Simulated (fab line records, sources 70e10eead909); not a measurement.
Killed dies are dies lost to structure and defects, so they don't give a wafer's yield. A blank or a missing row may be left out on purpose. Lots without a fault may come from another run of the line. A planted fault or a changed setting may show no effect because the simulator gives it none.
Chamber matching | flow nand_harc | NHARC_P_BONDPAD_DESCUM_11 on rie_diel-07: 4 sister chambers
The step chemistry O2, time 3 s. 4 wafers are shown with their chamber, then 12 later ones without.

WAFERS WITH THEIR CHAMBER
wafer  | chamber | showerhead_plenum_p_Torr (Torr)
L087.1 | 0       | 1.81
L087.6 | 3       | 1.82
L089.5 | 2       | 1.88
L089.6 | 1       | 2.05

WAFERS WITHOUT THEIR CHAMBER
wafer  | showerhead_plenum_p_Torr (Torr)
L088.2 | 1.82
L088.3 | 1.81
L088.5 | 1.81
L088.1 | 2.05
L088.4 | 1.88
L088.6 | 1.82
L095.2 | 1.88
L095.5 | 1.88
L095.6 | 2.05
L097.1 | 1.82
L097.2 | 2.04
L097.5 | 1.88

WHICH CHAMBER EACH WENT THROUGH
wafer  | from the rows above | in truth
L088.2 | 3                   | 3
L088.3 | 0                   | 0
L088.5 | 0                   | 0
L088.1 | 1                   | 1
L088.4 | 2                   | 2
L088.6 | 3                   | 3
L095.2 | 2                   | 2
L095.5 | 2                   | 2
L095.6 | 1                   | 1
L097.1 | 3                   | 3
L097.2 | 1                   | 1
L097.5 | 2                   | 2
Placed correctly: 12 of 12. Can't be placed from these rows: 0. Placed wrongly: 0.
How it was worked out, from the rows above alone: a wafer's distance from a chamber is the root of the sum, over the readings, of the square of ((its reading less the chamber's mean) divided by the reading's scatter). The wafer belongs to the nearest chamber; if the next one is less than 2 further off, it can't be placed. A chamber's mean is the mean of its shown wafers. The scatter: with one shown wafer a chamber, the root of the mean of the squares of how far each hidden wafer lies from its nearest shown one.
